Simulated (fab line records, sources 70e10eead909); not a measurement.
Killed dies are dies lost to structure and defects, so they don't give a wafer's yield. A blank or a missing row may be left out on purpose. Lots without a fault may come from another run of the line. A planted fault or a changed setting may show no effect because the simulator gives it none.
A struck lot beside a sound one | flow nand_harc | 19 steps out of a route of 1302
Sound: wafers L439.3, L439.4, L439.6. Struck: wafers L446.1, L446.2, L446.6. The cause comes at the end.
At each step with rows: each side's tool, then ch and its chambers, then its first start. Under that, the readings that differ: sound wafers | struck wafers | difference of the means | sigmas: that difference in standard deviations of wafers without a fault.
alike: readings whose means differ by less than 2 such deviations, and words and numbers that are the same on both sides. not compared: withheld readings, readings that some wafer has no value for, bounds like >300 that may hide the same value, and numbers for which the record gives no deviation and whose values overlap.
The two part at a step that has a row with sigmas, a row that says differs or no value, or rows on one side only. Numbers that don't overlap but have no deviation are shown without sigmas and don't part them. A reading that every wafer of one side lacks parts them only if that side has two wafers or more.

NHARC_P_GATE_CD_MEAS_59: target cd 720 nm.
  sound on cd_sem-02 ch 0, day 8 11:33; struck on cd_sem-02 ch 0, day 11 15:19
  alike: cd_nm
then, 1 step without rows for these wafers: NHARC_P_GATE_HARDBAKE_60 (time 80 s).
NHARC_P_GATE_DESCUM_61: chemistry O2, time 3 s.
  sound on rie_diel-10 ch 0,1,3, day 8 11:43; struck on rie_diel-04 ch 0,2,3, day 11 15:29
  alike: drypump_motor_current_A, oes_product_au, rf_vpp_V, showerhead_plenum_p_Torr, throttle_valve_pct
  not compared: rf_hours_counter_h
then, 1 step without rows for these wafers: NHARC_P_GATE_IMPLANT_62.
NHARC_P_GATE_STRIP_112: strips in N2/H2, time 200 s.
  sound on plasma_asher-01 ch 0,1, day 8 12:10; struck on plasma_asher-01 ch 0,1, day 11 15:51
  alike: drypump_motor_current_A, heater_power_w
  not compared: rf_hours_counter_h
NHARC_P_GATE_STRIP_76: strips in O2.
  sound on plasma_asher-01 ch 0,1, day 8 12:22; struck on plasma_asher-01 ch 0,1, day 11 16:07
  alike: drypump_motor_current_A, heater_power_w
  not compared: rf_hours_counter_h
then, 6 steps without rows for these wafers: NHARC_P_GATE_STRIP_63 (strips in SPM, time 900 s); NHARC_P_GATE_DEHYDRATE_83 (time 120 s); NHARC_P_GATE_HMDS_84 (time 30 s); NHARC_P_GATE_COAT_85; NHARC_P_GATE_SOFTBAKE_86 (time 95 s); NHARC_P_GATE_EBR_87.
NHARC_P_GATE_EXPOSE_88: exposes mask P HVN, target cd 2000 nm.
  sound on krf_scanner-01 ch 0, day 8 13:07; struck on krf_scanner-01 ch 0, day 11 16:52
  reading              | sound                | struck               | difference | sigmas
  exposure_dose_mJ_cm2 | 11.866 11.873 11.870 | 10.899 10.880 10.901 | -0.976     | -89
  alike: mask
then, 2 steps without rows for these wafers: NHARC_P_GATE_PEB_89 (peb time 85 s); NHARC_P_GATE_DEVELOP_90 (time 70 s).
NHARC_P_GATE_CD_MEAS_91: target cd 2000 nm.
  sound on cd_sem-02 ch 0, day 8 13:16; struck on cd_sem-02 ch 0, day 11 17:02
  reading    | sound                | struck               | difference | sigmas
  cd_nm (nm) | 1998.1 1999.3 2001.1 | 1983.5 1987.2 1986.4 | -13.8      | -7
then, 1 step without rows for these wafers: NHARC_P_GATE_HARDBAKE_92 (time 80 s).
NHARC_P_GATE_DESCUM_93: chemistry O2, time 3 s.
  sound on rie_diel-10 ch 0,1, day 8 13:26; struck on rie_diel-04 ch 1,2,3, day 11 17:11
  reading                 | sound          | struck         | difference | sigmas
  model.P_GATE.cd_nm (nm) | 1998 1999 2001 | 1984 1987 1987 | -13        |
  alike: drypump_motor_current_A, oes_product_au, rf_vpp_V, showerhead_plenum_p_Torr, throttle_valve_pct
  not compared: rf_hours_counter_h
then, 1 step without rows for these wafers: NHARC_P_GATE_IMPLANT_94.

WHERE THEY PART
First at NHARC_P_GATE_EXPOSE_88; last, within this record, at NHARC_P_GATE_CD_MEAS_91. Later steps at which nothing parts them and some readings are alike: NHARC_P_GATE_DESCUM_93.

WHY: what the simulator had put in
Process parameter drift: krf_scanner-01, from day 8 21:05 on, at NHARC_P_GATE_EXPOSE_88. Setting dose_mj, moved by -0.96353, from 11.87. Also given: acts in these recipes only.
